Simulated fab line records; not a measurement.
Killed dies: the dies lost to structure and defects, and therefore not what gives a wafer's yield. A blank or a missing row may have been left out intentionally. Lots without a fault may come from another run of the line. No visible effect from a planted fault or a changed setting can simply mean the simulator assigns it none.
Comparing a struck lot with a sound one | flow nandHarc | 23 steps out of a route of 1302
Sound: wafers L318.3, L318.4, L318.5. Wafers struck: L316.3, L316.4, L316.5. The cause comes at the end.
At each step with rows: each side's tool, then ch and its chambers, then its first start. Under that, the readings that differ: sound wafers | struck wafers | difference of the means | sigmas: that difference in standard deviations of wafers without a fault.
alike: words and numbers the same on both sides, and readings whose means are apart by under 2 such deviations; not compared: readings that were withheld, readings missing a value for some wafer, numbers with overlapping values and no deviation given by the record, and bounds like >300 which may hide the same value.
A row with sigmas, a row that says differs or no value, or rows on one side alone: a step with any of these is where the two part. Numbers that don't overlap but have no deviation are shown without sigmas and don't part them. A reading that every wafer of one side lacks parts them only if that side has two wafers or more.

NHARC_P_CONTACT_DEP_00: deposits SiO2, target thk 500 nm.
  sound on pecvd-02 ch 0,1,2; struck on pecvd-02 ch 0,1,2
  alike: heaterPowerW, showerheadVppV, susceptorTempC, throttleValvePct
NHARC_P_CONTACT_CMP_01: polishes SiO2, target thk 200 nm.
  sound on cmp-02 ch 0,1,3, day 13 07:17; struck on cmp-04 ch 0,1,2, day 12 15:07
  alike: motorCurrentA
then, 9 steps without rows for these wafers: NHARC_P_CONTACT_SRD_03; NHARC_P_CONTACT_DEHYDRATE_04 (time 120 s); NHARC_P_CONTACT_HMDS_05 (time 30 s); NHARC_P_CONTACT_COAT_33 (time 75 s); NHARC_P_CONTACT_COAT_34 (time 65 s); NHARC_P_CONTACT_COAT_06 (resist thk 90 nm); NHARC_P_CONTACT_SOFTBAKE_07 (time 55 s); NHARC_P_CONTACT_EBR_08; NHARC_P_CONTACT_EXPOSE_09 (exposes mask P CA, target cd 90 nm).
NHARC_P_CONTACT_PEB_10: peb time 65 s.
  sound on lithoTrack-06 ch 0, day 13 08:01; struck on lithoTrack-01 ch 0, day 12 15:52
reading               | sound               | struck            | difference | sigmas
heaterPowerTotalW (W) | 156.8 156.7 157.1   | 155.6 154.8 155.5 | -1.6       | -4
plateTempC (C)        | 99.94 100.17 100.09 | 99.37 99.20 99.11 | -0.84      | -7
  alike: chillPlateTempC
then, 1 step without rows for these wafers: NHARC_P_CONTACT_DEVELOP_11 (develop time 35 s).
NHARC_P_CONTACT_CD_MEAS_12: target cd 90 nm.
  sound on cdSem-03 ch 0, day 13 08:06; struck on cdSem-01 ch 0, day 12 15:56
reading   | sound          | struck         | difference | sigmas
cdNm (nm) | 89.0 89.1 89.6 | 86.9 87.2 87.4 | -2.1       | -3
NHARC_P_CONTACT_OVL_MEAS_13:
  sound: overlay-01 at day 13 08:11; struck: overlay-02 at day 12 16:01
  alike: overlayXNm, overlayYNm
NHARC_P_CONTACT_INSPECT_14:
  sound: defectInspect-02 at day 13 08:13; struck: defectInspect-02 at day 12 16:04
  alike: rawDefectCount
NHARC_P_CONTACT_DESCUM_17: chemistry O2, time 3 s.
  sound on rieDiel-09 ch 0,1,3, day 13 08:19; struck on rieDiel-09 ch 0,2,3, day 12 16:08
reading                   | sound             | struck           | difference | sigmas
model.P_CONTACT.cdNm (nm) | 89.47 89.35 89.75 | 86.73 86.89 87.2 | -2.58      | 
  alike: drypumpMotorCurrentA, oesProductAu, rfVppV, showerheadPlenumPTorr, throttleValvePct
  not compared: rfHoursCounterH
NHARC_P_CONTACT_ETCH_35: etches the open film in CF4, target depth 39 nm, time 65 s.
  sound on rieDiel-09 ch 0,1,3, day 13 08:24; struck on rieDiel-09 ch 0,1,3, day 12 16:13
  alike: drypumpMotorCurrentA, oesProductAu, rfVppV, showerheadPlenumPTorr, throttleValvePct
  not compared: rfHoursCounterH
NHARC_P_CONTACT_ETCH_36: etches the open film in N2/H2, target depth 260 nm, time 406.25 s.
  sound on rieDiel-09 ch 0,1,3; struck on rieDiel-09 ch 0,1,3
  alike: drypumpMotorCurrentA, n2FlowSccm, oesProductAu, rfVppV, showerheadPlenumPTorr, throttleValvePct
  not compared: rfHoursCounterH
NHARC_P_CONTACT_ETCH_18: etches the open film in C4F8/O2/Ar, target depth 481 nm, time 240.5 s.
  sound on rieDiel-09 ch 0,1,3; struck on rieDiel-09 ch 0,2,3
reading             | sound             | struck            | difference | sigmas
oesProductAu (a.u.) | 0.977 0.955 0.977 | 0.918 0.911 0.934 | -0.049     | -3
  alike: rfVppV
  not compared: rfHoursCounterH
then, 1 step without rows for these wafers: NHARC_P_CONTACT_STRIP_37 (strips in C4F8/O2/Ar).
NHARC_P_CONTACT_ETCH_31: etches the open film in CH3F/O2, target depth 30 nm, time 85.7 s.
  sound on rieDiel-09 ch 0,1,3; struck on rieDiel-09 ch 0,2,3
reading                   | sound             | struck            | difference | sigmas
oesProductAu (a.u.)       | 0.992 1.005 0.989 | 0.932 0.952 0.975 | -0.042     | -2
model.P_CONTACT.cdNm (nm) | 92.11 89.48 91.15 | 86.65 89.35 87.26 | -3.16      | 
  alike: drypumpMotorCurrentA, rfVppV, showerheadPlenumPTorr, throttleValvePct
  not compared: rfHoursCounterH
NHARC_P_CONTACT_CD_MEAS_19:
  sound: cdSem-01 at day 13 09:18; struck: cdSem-03 at day 12 16:59
reading   | sound          | struck         | difference | sigmas
cdNm (nm) | 92.3 89.3 91.4 | 86.8 89.3 87.3 | -3.2       | -2

WHERE THEY PART
Last at NHARC_P_CONTACT_CD_MEAS_19 as far as this record goes, first at NHARC_P_CONTACT_PEB_10.

WHY: whatever the simulator had introduced
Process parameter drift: lithoTrack-01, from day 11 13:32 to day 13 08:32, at NHARC_P_CONTACT_PEB_10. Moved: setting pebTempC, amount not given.
